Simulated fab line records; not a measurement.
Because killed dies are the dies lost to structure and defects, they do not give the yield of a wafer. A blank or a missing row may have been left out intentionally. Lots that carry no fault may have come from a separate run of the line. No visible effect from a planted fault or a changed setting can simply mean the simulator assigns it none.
Which tool is to blame? || flow n5-finfet || 30 wafers from 10 lots sampled at 4 of the route's 1938 steps

== WHAT EACH GAUGE READ, for each wafer ==
N5_SPACER0_INSPECT_04: inspects for defects (darkfield).
{"lot": "L939", "measured": "day 3 02:34", "on": "defect-inspect-02", "raw-defect-count": "154 123 135"}
{"lot": "L945", "measured": "day 4 10:56", "on": "defect-inspect-02", "raw-defect-count": "101 92 108"}
{"lot": "L949", "measured": "day 5 14:39", "on": "defect-inspect-01", "raw-defect-count": "97 88 184"}
{"lot": "L950", "measured": "day 6 02:26", "on": "defect-inspect-02", "raw-defect-count": "141 107 103"}
{"lot": "L951", "measured": "day 6 06:42", "on": "defect-inspect-02", "raw-defect-count": "125 99 134"}
{"lot": "L952", "measured": "day 6 10:29", "on": "defect-inspect-02", "raw-defect-count": "1011 1058 1044"}
{"lot": "L953", "measured": "day 6 13:30", "on": "defect-inspect-02", "raw-defect-count": "993 1030 1023"}
{"lot": "L958", "measured": "day 7 18:40", "on": "defect-inspect-01", "raw-defect-count": "1016 1092 1064"}
{"lot": "L961", "measured": "day 8 16:15", "on": "defect-inspect-02", "raw-defect-count": "128 143 115"}
{"lot": "L962", "measured": "day 8 18:58", "on": "defect-inspect-02", "raw-defect-count": "146 132 166"}

== TOOL THAT RAN EACH LOT (tool first, then ch and the chambers of the sampled wafers, then the start) ==
{"lot": "L939", "N5_DUMMY_GATE_ETCH_36": "rie-diel-03 ch 0,1,3, day 3 00:43", "N5_DUMMY_GATE_STRIP_48": "rie-diel-06 ch 0,2,3, day 3 01:46", "N5_SPACER0_ALD_07": "ald-sin-01 ch 1,2, day 3 01:59"}
{"lot": "L945", "N5_DUMMY_GATE_ETCH_36": "rie-diel-03 ch 0,2,3, day 4 09:16", "N5_DUMMY_GATE_STRIP_48": "rie-diel-03 ch 1,2,3, day 4 10:07", "N5_SPACER0_ALD_07": "ald-sin-01 ch 1,2,3, day 4 10:22"}
{"lot": "L949", "N5_DUMMY_GATE_ETCH_36": "rie-diel-03 ch 1,2, day 5 12:33", "N5_DUMMY_GATE_STRIP_48": "rie-diel-06 ch 0,1,3, day 5 13:25", "N5_SPACER0_ALD_07": "ald-sin-01 ch 2,3, day 5 14:05"}
{"lot": "L950", "N5_DUMMY_GATE_ETCH_36": "rie-diel-03 ch 2,3, day 6 00:47", "N5_DUMMY_GATE_STRIP_48": "rie-diel-03 ch 0,1,3, day 6 01:38", "N5_SPACER0_ALD_07": "ald-sin-01 ch 0,3, day 6 01:52"}
{"lot": "L951", "N5_DUMMY_GATE_ETCH_36": "rie-diel-01 ch 0,1,3, day 6 04:49", "N5_DUMMY_GATE_STRIP_48": "rie-diel-03 ch 0,2,3, day 6 05:40", "N5_SPACER0_ALD_07": "ald-sin-02 ch 1,2,3, day 6 06:08"}
{"lot": "L952", "N5_DUMMY_GATE_ETCH_36": "rie-diel-06 ch 0,2,3, day 6 08:46", "N5_DUMMY_GATE_STRIP_48": "rie-diel-06 ch 0,1,3, day 6 09:38", "N5_SPACER0_ALD_07": "ald-sin-01 ch 0,2,3, day 6 09:55"}
{"lot": "L953", "N5_DUMMY_GATE_ETCH_36": "rie-diel-01 ch 0,1,3, day 6 11:40", "N5_DUMMY_GATE_STRIP_48": "rie-diel-03 ch 0,1,2, day 6 12:43", "N5_SPACER0_ALD_07": "ald-sin-01 ch 0,1,2, day 6 12:56"}
{"lot": "L958", "N5_DUMMY_GATE_ETCH_36": "rie-diel-03 ch 0,2, day 7 16:59", "N5_DUMMY_GATE_STRIP_48": "rie-diel-03 ch 0,2,3, day 7 17:52", "N5_SPACER0_ALD_07": "ald-sin-01 ch 1,2,3, day 7 18:06"}
{"lot": "L961", "N5_DUMMY_GATE_ETCH_36": "rie-diel-01 ch 0,2,3, day 8 14:36", "N5_DUMMY_GATE_STRIP_48": "rie-diel-01 ch 0,2, day 8 15:28", "N5_SPACER0_ALD_07": "ald-sin-02 ch 1,3, day 8 15:41"}
{"lot": "L962", "N5_DUMMY_GATE_ETCH_36": "rie-diel-01 ch 0,2,3, day 8 15:14", "N5_DUMMY_GATE_STRIP_48": "rie-diel-06 ch 0,2,3, day 8 16:13", "N5_SPACER0_ALD_07": "ald-sin-02 ch 0,1,3, day 8 18:23"}
- N5_DUMMY_GATE_ETCH_36: etches SiARC in CF4, target depth 13 nm.
- N5_DUMMY_GATE_STRIP_48: strips in N2/H2, time 20 s.
- N5_SPACER0_ALD_07: deposits SiNx, target thk 2 nm.

== THE ANSWER, worked out from the rows above alone ==
Rule: the lots themselves supply what counts as usual. Put in order of their means at a reading, lots are off if they are a third of the lots or fewer, leave a main group of 4 or more, and stand apart from it by a gap of 3 or more times the standard deviation of the main group's means; of several such gaps the widest counts. A main group is skipped when, at the precision printed for the reading in the tables above, its means are all equal. Also off: a lot with no number at a reading for which 4 or more lots have one. Where the step has rows for the other lots, those lots are counted as sound.
Off: L952, L953, L958 (N5_SPACER0_INSPECT_04, raw-defect-count). For the main group the mean is 125 and the standard deviation 14.
A tool fits if, at a process step before that reading, it ran every lot that is off, and no sound lot after the first of them. Those tools and the gauges at N5_SPACER0_INSPECT_04 are tried in the same way. One fits: N5_SPACER0_ALD_07 on ald-sin-01. A fault onset in the window from L950 (day 6 01:52, its last sound lot) to L952 (day 6 09:55, its first lot off) fits.

== WHAT HAD BEEN PUT IN BY THE SIMULATOR ==
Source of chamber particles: ald-sin-01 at N5_SPACER0_ALD_07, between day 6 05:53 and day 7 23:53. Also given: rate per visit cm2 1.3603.
Shown lots that were struck: L952, L953, L958. The rule given above showed the same thing.
